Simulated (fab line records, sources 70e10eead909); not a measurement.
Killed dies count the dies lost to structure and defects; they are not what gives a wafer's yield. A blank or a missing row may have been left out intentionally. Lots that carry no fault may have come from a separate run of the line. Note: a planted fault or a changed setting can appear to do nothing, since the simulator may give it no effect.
fab line records	flow nandHarc	part 1 of 2: steps 1 to 17 of 25
record: lots: 5	wafers: 15	lastDay: 32
route steps=1302 shown A_CONTACT@1041
lots untouched by any fault: they come from a run of this same line in which no faults occurred
startH: hours from the record's first day to the start of the lot's first wafer shown	waitH: hours elapsed since this lot's preceding step	" the same as in the row above	L1.1+2: a single row standing in for several wafers	- no value, or no start given	* or withheld: withheld	< > ~ a bound
route shown NAME@n: names a module that has steps shown in the file, with the first one's number in the route	usual: mean and standard deviation over wafers with no fault	same: alike in all rows	chamber/n: place in a boat	sites: each site's reading	_std_site: standard deviation of those values	_edge_site: the outer-site mean with the inner-site mean subtracted	radiusMm: how far each site lies from the wafer's centre	mask NAME#n: copy n	behind: the tool/chamber that last shaped the wafer	hold: cause of the lot's hold/its duration in hours/its outcome	device: whichever transistor did not switch (one of n, p or np)	end of line: tests run on the same wafers once the route is complete	where a step has no rows: the recipe by itself	killed: not the wafer's yield, but the dies lost to structure and defects at the first sort	map: dies across one wafer; x = killed, . = not, _ = none there
set.NAME: the setting the step ran with; set.NAME@STEP: the setting that earlier step ran with	model.NAME: the simulator's own value behind a step, which no gauge read
certain route steps with their lots: each step a table, each wafer a row
services: from which hour (startH, from the record's first day; less than 0 if before it) a tool's chamber was out of use, for how many hours, and why
== steps ==
step: NHARC_A_CONTACT_INSPECT_71
usual: rawDefectCount: 83/27
lot.wafer	tool	chamber	startH	waitH	rawDefectCount
L085.1	defectInspect-02	-	609.42	0.0	55
L085.2	"	-	"	"	57
L085.5	"	-	"	"	69
L087.3	defectInspect-01	-	619.28	0.0	71
L087.4	"	-	"	"	59
L087.6	"	-	"	"	63
L088.1	defectInspect-02	-	642.18	0.0	108
L088.3	"	-	"	"	100
L088.5	"	-	"	"	90
L092.1	defectInspect-02	-	692.30	0.0	59
L092.2	"	-	"	"	79
L092.5	"	-	"	"	64
L093.2	defectInspect-02	-	693.57	0.0	117
L093.4	"	-	"	"	103
L093.6	"	-	"	"	94
step: NHARC_A_CONTACT_DESCUM_74
recipe: timeS: 3	o2FlowSccm: 200	arFlowSccm: 0	biasPowerW: 0	chemistry: O2
usual: drypumpMotorCurrentA: 5.8/0.42	mfcArSccm: 0.010/0.012	oesProductAu: 1.001/0.0073	rfVppV: 57.8/0.79	showerheadPlenumPTorr: 1.93/0.073	throttleValvePct: 11.309/0.0084
same: timeS: 3
lot.wafer	tool	chamber	startH	waitH	drypumpMotorCurrentA	mfcArSccm	oesProductAu	rfHoursCounterH	rfVppV	showerheadPlenumPTorr	throttleValvePct
L085.1	rieDiel-04	3	609.50	0.1	5.0	0.003	1.001	23	57.0	1.86	11.306
L085.2	"	0	"	"	5.6	0.001	0.994	25	57.6	1.96	11.310
L085.5	"	3	"	"	5.0	0.003	1.006	-	57.6	1.86	11.306
L087.3	rieDiel-03	0	619.34	0.1	5.2	0.011	0.999	21	58.0	1.93	11.298
L087.4	"	3	"	"	6.5	0	0.997	23	57.9	1.97	11.326
L087.6	"	1	"	"	6.1	0.027	1.001	-	55.8	1.99	11.307
L088.3	rieDiel-04	0	642.25	0.1	5.6	0.001	0.991	41	56.7	1.96	11.310
L088.1	"	2	"	"	5.9	0	0.983	34	58.3	1.93	11.318
L088.5	"	0	"	"	5.6	0.001	0.996	-	56.2	1.96	11.322
L092.1	rieDiel-03	2	692.36	0.1	5.9	0	1.003	7	56.6	1.86	11.319
L092.2	"	0	"	"	5.3	0.011	1.002	6	57.8	1.92	11.306
L092.5	"	2	"	"	5.9	0	1.002	-	58.2	1.86	11.322
L093.2	rieDiel-04	2	693.63	0.1	6.0	0	0.989	48	57.4	1.93	11.297
L093.4	"	1	"	"	5.7	0.011	1.000	57	56.6	1.94	11.314
L093.6	"	2	"	"	6.0	0	0.995	-	58.0	1.93	11.306
step: NHARC_A_CONTACT_ETCH_75
recipe: targetDepthA: 390	overEtchFrac: 0.3	timeS: 65	ionEnergyEv: 80	cf4FlowSccm: 150	arFlowSccm: 0	rfW: 300	biasW: 100	chemistry: CF4
usual: drypumpMotorCurrentA: 5.8/0.42	mfcArSccm: 0.010/0.011	oesProductAu: 1.001/0.0072	rfVppV: 151.5/1.3	showerheadPlenumPTorr: 1.79/0.061	throttleValvePct: 13.284/0.0088
same: timeS: 65
lot.wafer	tool	chamber	startH	waitH	drypumpMotorCurrentA	mfcArSccm	oesProductAu	rfHoursCounterH	rfVppV	showerheadPlenumPTorr	throttleValvePct
L085.1	rieDiel-04	1	609.58	0.1	5.7	0.011	0.997	24	150.3	1.80	13.288
L085.2	"	3	"	"	5.0	0.003	0.997	23	149.8	1.72	13.284
L085.5	"	1	"	"	5.7	0.011	0.995	-	152.8	1.80	13.278
L087.4	rieDiel-03	1	619.43	0.1	6.2	0.027	1.009	23	153.1	1.83	13.277
L087.3	"	2	"	"	5.9	0	1.005	23	151.1	1.72	13.248
L087.6	"	0	"	"	5.3	0.011	0.994	-	151.4	1.78	13.277
L088.3	rieDiel-04	2	642.33	0.1	5.9	0	1.003	34	151.8	1.78	13.292
L088.1	"	3	"	"	5.0	0.003	1.004	36	151.0	1.72	13.268
L088.5	"	3	"	"	5.0	0.003	1.004	-	150.4	1.72	13.300
L092.1	rieDiel-03	0	692.44	0.1	5.3	0.011	0.994	6	151.5	1.78	13.281
L092.2	"	2	"	"	5.9	0	1.001	7	149.3	1.72	13.281
L092.5	"	1	"	"	6.2	0.027	0.999	-	151.5	1.83	13.285
L093.2	rieDiel-04	2	693.72	0.1	5.9	0	0.989	48	151.2	1.78	13.284
L093.4	"	1	"	"	5.7	0.011	0.993	57	150.7	1.79	13.272
L093.6	"	3	"	"	5.0	0.003	0.999	-	151.0	1.71	13.292
step: NHARC_A_CONTACT_ETCH_76
recipe: targetDepthA: 2600	overEtchFrac: 0.3	timeS: 475.3	ionEnergyEv: 200	n2FlowSccm: 150	h2FlowSccm: 150	arFlowSccm: 0	rfW: 400	biasW: 150	chemistry: N2/H2
usual: drypumpMotorCurrentA: 5.8/0.42	mfcArSccm: 0.009/0.011	n2FlowSccm: 149.9/0.46	oesProductAu: 1.002/0.0075	rfVppV: 430.9/2.4	showerheadPlenumPTorr: 2.06/0.078	throttleValvePct: 14.170/0.0088
same: timeS: 475.3
lot.wafer	tool	chamber	startH	waitH	drypumpMotorCurrentA	mfcArSccm	n2FlowSccm	oesProductAu	rfHoursCounterH	rfVppV	showerheadPlenumPTorr	throttleValvePct
L085.1	rieDiel-04	3	-	-	5.0	0.003	149.9	1.009	23	428.4	1.98	14.176
L085.2	"	1	"	"	5.7	0.011	150.3	0.990	24	432.1	2.08	14.161
L085.5	"	0	"	"	5.6	0.001	149.6	1.011	-	432.4	2.09	14.170
L087.3	rieDiel-03	3	-	-	6.6	0	149.7	1.004	23	431.3	2.11	14.190
L087.4	"	0	"	"	5.3	0.011	149.8	0.991	22	431.2	2.05	14.180
L087.6	"	0	"	"	5.3	0.011	149.9	1.000	-	431.9	2.05	14.153
L088.1	rieDiel-04	3	-	-	5.0	0.003	150.4	0.998	36	427.8	1.97	14.170
L088.3	"	1	"	"	5.7	0.011	150.4	0.985	38	430.6	2.07	14.183
L088.5	"	2	"	"	6.0	0	149.8	0.996	-	430.4	2.06	14.166
L092.2	rieDiel-03	2	-	-	5.9	0	149.8	1.005	7	428.3	1.98	14.172
L092.1	"	1	"	"	6.2	0.027	149.8	1.001	6	431.3	2.12	14.169
L092.5	"	3	"	"	6.5	0	150.1	0.998	-	431.2	2.10	14.154
L093.2	rieDiel-04	1	-	-	5.7	0.011	150.3	1.013	57	432.3	2.07	14.163
L093.4	"	2	"	"	6.0	0	150.3	1.003	48	431.6	2.05	14.180
L093.6	"	2	"	"	6.0	0	150.9	1.009	-	430.2	2.05	14.154
step: NHARC_A_CONTACT_ETCH_77
recipe: targetDepthA: 1089	timeS: 54.5	cf4FlowSccm: 100	chf3FlowSccm: 30	arFlowSccm: 0	rfW: 500	biasW: 200	chemistry: CF4/CHF3
usual: drypumpMotorCurrentA: 5.8/0.43	mfcArSccm: 0.009/0.011	oesProductAu: 0.937/0.018	rfVppV: 371.1/2.1	showerheadPlenumPTorr: 1.59/0.055	throttleValvePct: 16.802/0.0089
same: timeS: 54.5
lot.wafer	tool	chamber	startH	waitH	drypumpMotorCurrentA	mfcArSccm	oesProductAu	rfHoursCounterH	rfVppV	showerheadPlenumPTorr	throttleValvePct
L085.1	rieDiel-04	1	-	-	5.7	0.011	0.976	24	371.9	1.60	16.811
L085.2	"	2	"	"	6.0	0	0.963	22	369.2	1.59	16.805
L085.5	"	3	"	"	5.0	0.003	0.968	-	368.9	1.53	16.805
L087.3	rieDiel-03	1	-	-	6.1	0.027	0.927	23	373.1	1.63	16.817
L087.4	"	2	"	"	5.9	0	0.927	23	369.6	1.53	16.806
L087.6	"	0	"	"	5.2	0.011	0.925	-	370.8	1.58	16.796
L088.3	rieDiel-04	2	-	-	6.0	0	0.926	34	372.0	1.59	16.797
L088.1	"	3	"	"	4.9	0.003	0.927	37	368.6	1.53	16.807
L088.5	"	2	"	"	6.0	0	0.921	-	369.5	1.59	16.833
L092.2	rieDiel-03	0	-	-	5.3	0.011	0.925	6	371.7	1.58	16.810
L092.1	"	1	"	"	6.1	0.027	0.934	6	372.2	1.63	16.816
L092.5	"	2	"	"	5.9	0	0.931	-	369.0	1.53	16.794
L093.2	rieDiel-04	1	-	-	5.7	0.011	0.929	57	371.6	1.59	16.799
L093.4	"	2	"	"	6.0	0	0.923	48	369.2	1.58	16.800
L093.6	"	0	"	"	5.6	0.001	0.934	-	370.6	1.60	16.814
step: NHARC_A_CONTACT_ETCH_78
recipe: targetDepthA: 53000	overEtchFrac: 0.3	timeS: 1378	ionEnergyEv: 150	o2FlowSccm: 400	cosFlowSccm: 20	arFlowSccm: 0	rfW: 500	biasW: 300	chemistry: O2/COS
usual: drypumpMotorCurrentA: 5.8/0.42	mfcArSccm: 0.010/0.011	oesProductAu: 1.003/0.0075	rfVppV: 314.6/1.8	showerheadPlenumPTorr: 3.16/0.11	throttleValvePct: 28.332/0.01
same: timeS: 1378
lot.wafer	tool	chamber	startH	waitH	drypumpMotorCurrentA	mfcArSccm	oesProductAu	rfHoursCounterH	rfVppV	showerheadPlenumPTorr	throttleValvePct
L085.2	rieDiel-04	1	-	-	5.7	0.011	0.992	24	313.7	3.17	28.315
L085.1	"	3	"	"	5.0	0.003	1.005	23	313.5	3.03	28.352
L085.5	"	0	"	"	5.6	0.001	1.003	-	314.9	3.20	28.335
L087.3	rieDiel-03	3	-	-	6.5	0	0.998	24	316.2	3.22	28.347
L087.4	"	0	"	"	5.3	0.011	0.992	22	315.3	3.14	28.334
L087.6	"	1	"	"	6.2	0.027	1.003	-	314.8	3.24	28.330
L088.1	rieDiel-04	1	-	-	5.7	0.011	0.999	38	315.3	3.17	28.341
L088.3	"	0	"	"	5.6	0.001	0.999	41	315.2	3.19	28.338
L088.5	"	1	"	"	5.7	0.011	1.008	-	315.3	3.17	28.320
L092.2	rieDiel-03	2	-	-	5.9	0	1.010	7	312.2	3.03	28.350
L092.1	"	3	"	"	6.5	0	0.996	7	314.3	3.21	28.332
L092.5	"	1	"	"	6.1	0.027	1.012	-	315.7	3.24	28.315
L093.4	rieDiel-04	2	-	-	6.0	0	1.009	48	315.7	3.14	28.343
L093.2	"	1	"	"	5.7	0.011	1.007	58	315.4	3.16	28.353
L093.6	"	3	"	"	5.0	0.003	1.012	-	312.5	3.02	28.310
step: NHARC_A_CONTACT_ETCH_124
recipe: sourceW: withheld	pressureMtorr: 20	biasV: withheld	timeS: 140	targetDepthA: 7000	arFlowSccm: withheld	c4f8FlowSccm: withheld	o2FlowSccm: withheld	chemistry: C4F8/O2/Ar
same: timeS: 140
lot.wafer	tool	chamber	startH	waitH	rfHoursCounterH
L085.2	harCapEtch-02	1	611.04	-	108
L085.1	"	0	"	"	108
L085.5	"	0	"	"	-
L087.3	harCapEtch-03	0	620.95	-	-
L087.4	"	1	"	"	-
L087.6	"	0	"	"	-
L088.1	harCapEtch-02	1	643.79	-	112
L088.3	"	0	"	"	-
L088.5	"	1	"	"	-
L092.1	harCapEtch-01	1	694.31	-	30
L092.2	"	0	"	"	30
L092.5	"	0	"	"	-
L093.2	harCapEtch-03	1	695.20	-	82
L093.4	"	0	"	"	-
L093.6	"	0	"	"	-
step: NHARC_A_CONTACT_ETCH_125
recipe: sourceW: withheld	pressureMtorr: 20	biasV: 3000	timeS: 197	targetDepthA: 19180	arFlowSccm: withheld	c4f8FlowSccm: withheld	o2FlowSccm: withheld	chemistry: C4F8/O2/Ar
same: timeS: 197
lot.wafer	tool	chamber	startH	waitH	rfHoursCounterH
L085.2	harCapEtch-02	1	611.31	0.2	108
L085.1	"	0	"	"	108
L085.5	"	0	"	"	-
L087.3	harCapEtch-03	0	621.14	0.2	-
L087.4	"	1	"	"	-
L087.6	"	0	"	"	-
L088.1	harCapEtch-02	1	643.99	0.2	113
L088.3	"	0	"	"	-
L088.5	"	1	"	"	-
L092.1	harCapEtch-01	1	694.51	0.2	30
L092.2	"	0	"	"	30
L092.5	"	0	"	"	-
L093.2	harCapEtch-03	1	695.39	0.2	82
L093.4	"	0	"	"	-
L093.6	"	0	"	"	-
step: NHARC_A_CONTACT_ETCH_126
recipe: sourceW: withheld	pressureMtorr: 20	biasV: 3000	timeS: 197	targetDepthA: 19180	arFlowSccm: withheld	c4f8FlowSccm: withheld	o2FlowSccm: withheld	chemistry: C4F8/O2/Ar
same: timeS: 197
lot.wafer	tool	chamber	startH	waitH	rfHoursCounterH
L085.2	harCapEtch-02	1	611.54	0.2	108
L085.1	"	0	"	"	108
L085.5	"	0	"	"	-
L087.3	harCapEtch-03	0	621.32	0.1	-
L087.4	"	1	"	"	-
L087.6	"	0	"	"	-
L088.1	harCapEtch-02	1	644.16	0.1	113
L088.3	"	0	"	"	-
L088.5	"	1	"	"	-
L092.1	harCapEtch-01	1	694.68	0.1	30
L092.2	"	0	"	"	30
L092.5	"	0	"	"	-
L093.2	harCapEtch-03	1	695.57	0.1	82
L093.4	"	0	"	"	-
L093.6	"	0	"	"	-
step: NHARC_A_CONTACT_ETCH_127
recipe: sourceW: withheld	pressureMtorr: 20	biasV: 3000	timeS: 197	targetDepthA: 19180	arFlowSccm: withheld	c4f8FlowSccm: withheld	o2FlowSccm: withheld	chemistry: C4F8/O2/Ar
same: timeS: 197
lot.wafer	tool	chamber	startH	waitH	rfHoursCounterH
L085.2	harCapEtch-02	1	611.78	0.2	108
L085.1	"	0	"	"	108
L085.5	"	0	"	"	-
L087.3	harCapEtch-03	0	621.49	0.1	-
L087.4	"	1	"	"	-
L087.6	"	0	"	"	-
L088.1	harCapEtch-02	1	644.34	0.1	113
L088.3	"	0	"	"	-
L088.5	"	1	"	"	-
L092.1	harCapEtch-01	1	694.86	0.1	30
L092.2	"	0	"	"	30
L092.5	"	0	"	"	-
L093.2	harCapEtch-03	1	695.75	0.1	83
L093.4	"	0	"	"	-
L093.6	"	0	"	"	-
step: NHARC_A_CONTACT_ETCH_128
recipe: sourceW: withheld	pressureMtorr: 20	biasV: 3000	timeS: 197	targetDepthA: 19180	arFlowSccm: withheld	c4f8FlowSccm: withheld	o2FlowSccm: withheld	chemistry: C4F8/O2/Ar
same: timeS: 197
lot.wafer	tool	chamber	startH	waitH	rfHoursCounterH
L085.2	harCapEtch-02	1	612.02	0.2	109
L085.1	"	0	"	"	109
L085.5	"	0	"	"	-
L087.3	harCapEtch-03	0	621.67	0.1	-
L087.4	"	1	"	"	-
L087.6	"	0	"	"	-
L088.1	harCapEtch-02	1	644.52	0.1	113
L088.3	"	0	"	"	-
L088.5	"	1	"	"	-
L092.1	harCapEtch-01	1	695.03	0.1	30
L092.2	"	0	"	"	30
L092.5	"	0	"	"	-
L093.2	harCapEtch-03	1	695.92	0.1	83
L093.4	"	0	"	"	-
L093.6	"	0	"	"	-
step: NHARC_A_CONTACT_ETCH_129
recipe: sourceW: withheld	pressureMtorr: 20	biasV: 3000	timeS: 197	targetDepthA: 19180	arFlowSccm: withheld	c4f8FlowSccm: withheld	o2FlowSccm: withheld	chemistry: C4F8/O2/Ar
same: timeS: 197
lot.wafer	tool	chamber	startH	waitH	rfHoursCounterH
L085.2	harCapEtch-02	1	612.25	0.2	109
L085.1	"	0	"	"	109
L085.5	"	0	"	"	-
L087.3	harCapEtch-03	0	621.85	0.1	-
L087.4	"	1	"	"	-
L087.6	"	0	"	"	-
L088.1	harCapEtch-02	1	644.69	0.1	113
L088.3	"	0	"	"	-
L088.5	"	1	"	"	-
L092.1	harCapEtch-01	1	695.21	0.1	31
L092.2	"	0	"	"	31
L092.5	"	0	"	"	-
L093.2	harCapEtch-03	1	696.10	0.1	83
L093.4	"	0	"	"	-
L093.6	"	0	"	"	-
step: NHARC_A_CONTACT_ETCH_130
recipe: sourceW: withheld	pressureMtorr: 20	biasV: 3000	timeS: 197	targetDepthA: 19180	arFlowSccm: withheld	c4f8FlowSccm: withheld	o2FlowSccm: withheld	chemistry: C4F8/O2/Ar
same: timeS: 197
lot.wafer	tool	chamber	startH	waitH	rfHoursCounterH
L085.2	harCapEtch-02	1	612.49	0.2	109
L085.1	"	0	"	"	109
L085.5	"	0	"	"	-
L087.3	harCapEtch-03	0	622.03	0.1	-
L087.4	"	1	"	"	-
L087.6	"	0	"	"	-
L088.1	harCapEtch-02	1	644.87	0.1	113
L088.3	"	0	"	"	-
L088.5	"	1	"	"	-
L092.1	harCapEtch-01	1	695.39	0.1	31
L092.2	"	0	"	"	31
L092.5	"	0	"	"	-
L093.2	harCapEtch-03	1	696.27	0.1	83
L093.4	"	0	"	"	-
L093.6	"	0	"	"	-
step: NHARC_A_CONTACT_ETCH_131
recipe: sourceW: withheld	pressureMtorr: 20	biasV: 3000	timeS: 197	targetDepthA: 19180	arFlowSccm: withheld	c4f8FlowSccm: withheld	o2FlowSccm: withheld	chemistry: C4F8/O2/Ar
same: timeS: 197
lot.wafer	tool	chamber	startH	waitH	rfHoursCounterH
L085.2	harCapEtch-02	1	612.72	0.2	109
L085.1	"	0	"	"	109
L085.5	"	0	"	"	-
L087.3	harCapEtch-03	0	622.21	0.1	-
L087.4	"	1	"	"	-
L087.6	"	0	"	"	-
L088.1	harCapEtch-02	1	645.05	0.1	113
L088.3	"	0	"	"	-
L088.5	"	1	"	"	-
L092.1	harCapEtch-01	1	695.57	0.1	31
L092.2	"	0	"	"	31
L092.5	"	0	"	"	-
L093.2	harCapEtch-03	1	696.45	0.1	83
L093.4	"	0	"	"	-
L093.6	"	0	"	"	-
step: NHARC_A_CONTACT_ETCH_132
recipe: sourceW: withheld	pressureMtorr: 20	biasV: 3000	timeS: 197	targetDepthA: 19240	arFlowSccm: withheld	c4f8FlowSccm: withheld	o2FlowSccm: withheld	chemistry: C4F8/O2/Ar
same: timeS: 197
lot.wafer	tool	chamber	startH	waitH	rfHoursCounterH
L085.2	harCapEtch-02	1	612.95	0.2	109
L085.1	"	0	"	"	109
L085.5	"	0	"	"	-
L087.3	harCapEtch-03	0	622.38	0.1	-
L087.4	"	1	"	"	-
L087.6	"	0	"	"	-
L088.1	harCapEtch-02	1	645.22	0.1	114
L088.3	"	0	"	"	-
L088.5	"	1	"	"	-
L092.1	harCapEtch-01	1	695.74	0.1	31
L092.2	"	0	"	"	31
L092.5	"	0	"	"	-
L093.2	harCapEtch-03	1	696.63	0.1	83
L093.4	"	0	"	"	-
L093.6	"	0	"	"	-
step: NHARC_A_CONTACT_ETCH_133
recipe: sourceW: withheld	pressureMtorr: 20	biasV: 400	timeS: 374	targetDepthA: 16100	arFlowSccm: withheld	c4f8FlowSccm: 11.5	o2FlowSccm: 7.2	chemistry: C4F8/O2/Ar
same: timeS: 374
lot.wafer	tool	chamber	startH	waitH	rfHoursCounterH
L085.2	harCapEtch-02	1	613.19	0.2	109
L085.1	"	0	"	"	109
L085.5	"	0	"	"	-
L087.3	harCapEtch-03	0	622.64	0.2	-
L087.4	"	1	"	"	-
L087.6	"	0	"	"	-
L088.1	harCapEtch-02	1	645.40	0.1	114
L088.3	"	0	"	"	-
L088.5	"	1	"	"	-
L092.1	harCapEtch-01	1	695.92	0.1	31
L092.2	"	0	"	"	31
L092.5	"	0	"	"	-
L093.2	harCapEtch-03	1	696.85	0.2	84
L093.4	"	0	"	"	-
L093.6	"	0	"	"	-
step: NHARC_A_CONTACT_ETCH_91
recipe: targetDepthA: 400	overEtchFrac: 0.5	timeS: 85.7	ionEnergyEv: 120	ch3fFlowSccm: 50	o2FlowSccm: 30	arFlowSccm: 200	rfW: 500	biasW: 100	chemistry: CH3F/O2
usual: drypumpMotorCurrentA: 5.9/0.45	mfcArSccm: 200.0/0.55	oesProductAu: 0.943/0.029	rfVppV: 244.8/1.3	showerheadPlenumPTorr: 2.49/0.076	throttleValvePct: 20.663/0.0083
same: timeS: 85.7
lot.wafer	tool	chamber	startH	waitH	drypumpMotorCurrentA	mfcArSccm	oesProductAu	rfHoursCounterH	rfVppV	showerheadPlenumPTorr	throttleValvePct
L085.2	rieDiel-03	3	614.14	0.9	6.5	199.6	0.920	23	245.6	2.53	20.663
L085.1	"	1	"	"	6.1	201.2	0.939	22	245.1	2.55	20.650
L085.5	"	2	"	"	5.9	199.7	0.931	-	244.9	2.39	20.661
L087.4	rieDiel-11	1	623.28	0.5	5.8	200.3	0.995	0	243.4	2.35	20.666
L087.3	"	2	"	"	5.8	201.4	0.996	0	247.1	2.64	20.668
L087.6	"	1	"	"	5.8	199.7	1.000	-	243.6	2.35	20.655
L088.3	rieDiel-03	2	646.18	0.5	5.9	199.7	1.001	0	244.5	2.39	20.660
L088.1	"	1	"	"	6.1	199.8	1.006	0	246.6	2.55	20.659
L088.5	"	3	"	"	6.5	199.8	1.004	-	245.7	2.53	20.671
L092.1	rieDiel-03	1	696.74	0.7	6.1	200.1	0.927	7	244.6	2.55	20.665
L092.2	"	2	"	"	5.9	199.5	0.934	7	242.4	2.39	20.670
L092.5	"	0	"	"	5.3	200.3	0.937	-	244.3	2.47	20.666
L093.4	rieDiel-03	0	697.56	0.6	5.3	200.2	0.921	7	244.5	2.47	20.665
L093.2	"	1	"	"	6.1	199.9	0.933	7	245.6	2.55	20.668
L093.6	"	0	"	"	5.2	200.1	0.918	-	245.0	2.47	20.661
